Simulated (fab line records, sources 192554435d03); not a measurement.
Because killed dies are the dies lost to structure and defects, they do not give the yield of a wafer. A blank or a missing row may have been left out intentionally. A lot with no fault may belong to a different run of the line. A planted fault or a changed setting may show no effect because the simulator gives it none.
Which tool is to blame? / flow n5Finfet / 24 wafers from 8 lots sampled at 4 of the route's 1938 steps

WHAT THE GAUGES SHOWED, per wafer
N5_SPACER0_INSPECT_04: inspects for defects (darkfield).
lot=L891; measured=day 4 18:39; on=defectInspect-01; rawDefectCount=128 149 97
lot=L892; measured=day 5 00:24; on=defectInspect-01; rawDefectCount=115 135 188
lot=L894; measured=day 5 13:53; on=defectInspect-02; rawDefectCount=109 213 140
lot=L901; measured=day 7 08:37; on=defectInspect-01; rawDefectCount=106 658 153
lot=L903; measured=day 8 00:35; on=defectInspect-02; rawDefectCount=665 137 119
lot=L905; measured=day 8 10:42; on=defectInspect-02; rawDefectCount=161 154 154
lot=L906; measured=day 8 12:51; on=defectInspect-02; rawDefectCount=137 152 131
lot=L907; measured=day 8 20:02; on=defectInspect-02; rawDefectCount=217 127 158

WHICH TOOL RAN EACH LOT (tool, then ch and the chambers of the sampled wafers, then the start)
lot=L891; N5_DUMMY_GATE_ETCH_32=rieSi-03 ch 1,2,3, day 4 16:29; N5_DUMMY_GATE_ETCH_44=rieSi-03 ch 1,2,3, day 4 16:35; N5_SPACER0_ALD_08=aldSin-03 ch 2,3, day 4 18:30
lot=L892; N5_DUMMY_GATE_ETCH_32=rieSi-02 ch 0,2,3, day 4 23:19; N5_DUMMY_GATE_ETCH_44=rieSi-02 ch 0,2,3, day 4 23:24; N5_SPACER0_ALD_08=aldSin-02 ch 0,3, day 5 00:14
lot=L894; N5_DUMMY_GATE_ETCH_32=rieSi-03 ch 0,1,2, day 5 12:35; N5_DUMMY_GATE_ETCH_44=rieSi-03 ch 0,1,2, day 5 12:41; N5_SPACER0_ALD_08=aldSin-01 ch 0,1,3, day 5 13:43
lot=L901; N5_DUMMY_GATE_ETCH_32=rieSi-03 ch 1,2,3, day 7 07:32; N5_DUMMY_GATE_ETCH_44=rieSi-03 ch 1,2,3, day 7 07:37; N5_SPACER0_ALD_08=aldSin-02 ch 0,3, day 7 08:28
lot=L903; N5_DUMMY_GATE_ETCH_32=rieSi-03 ch 2,3, day 7 23:29; N5_DUMMY_GATE_ETCH_44=rieSi-03 ch 2,3, day 7 23:35; N5_SPACER0_ALD_08=aldSin-03 ch 0,2,3, day 8 00:25
lot=L905; N5_DUMMY_GATE_ETCH_32=rieSi-01 ch 0,2,3, day 8 09:35; N5_DUMMY_GATE_ETCH_44=rieSi-01 ch 0,2,3, day 8 09:41; N5_SPACER0_ALD_08=aldSin-02 ch 0,1,3, day 8 10:32
lot=L906; N5_DUMMY_GATE_ETCH_32=rieSi-02 ch 0,2, day 8 11:41; N5_DUMMY_GATE_ETCH_44=rieSi-02 ch 0,2, day 8 11:46; N5_SPACER0_ALD_08=aldSin-01 ch 1,3, day 8 12:41
lot=L907; N5_DUMMY_GATE_ETCH_32=rieSi-02 ch 0,1,3, day 8 17:13; N5_DUMMY_GATE_ETCH_44=rieSi-02 ch 0,1,3, day 8 17:19; N5_SPACER0_ALD_08=aldSin-03 ch 0,2,3, day 8 19:53
- N5_DUMMY_GATE_ETCH_32: etches SiO2 in CF4, target depth 3.5 nm, time 3.9 s.
- N5_DUMMY_GATE_ETCH_44: etches poly-Si in HBr/O2, stops on SiO2, target depth 127.5 nm.
- N5_SPACER0_ALD_08: deposits SiNx, target thk 2 nm.

THE ANSWER, worked out from the rows above alone
Rule: the lots themselves supply what counts as usual. Put in order of their means at a reading, lots are off if they are a third of the lots or fewer, leave a main group of 4 or more, and stand apart from it by a gap of 3 or more times the standard deviation of the main group's means; of several such gaps the widest counts. If all means in a main group match to the digits the tables above print for the reading, that group is not used. Also off: a lot with no number at a reading for which 4 or more lots have one. The other lots that the step has rows for count as sound.
Off at N5_SPACER0_INSPECT_04 (rawDefectCount): L901, L903. Mean 148 and standard deviation 13 in the main group.
A tool fits if, at a process step before that reading, it ran every lot that is off, and no sound lot after the first of them. Those tools and the gauges at N5_SPACER0_INSPECT_04 are tried in the same way. One fits: rieSi-03 at N5_DUMMY_GATE_ETCH_32 and N5_DUMMY_GATE_ETCH_44. At N5_DUMMY_GATE_ETCH_32 its last sound lot is L894 (day 5 12:35), its first lot that is off L901 (day 7 07:32): a fault that began between those two fits.

WHAT HAD BEEN PUT IN BY THE SIMULATOR
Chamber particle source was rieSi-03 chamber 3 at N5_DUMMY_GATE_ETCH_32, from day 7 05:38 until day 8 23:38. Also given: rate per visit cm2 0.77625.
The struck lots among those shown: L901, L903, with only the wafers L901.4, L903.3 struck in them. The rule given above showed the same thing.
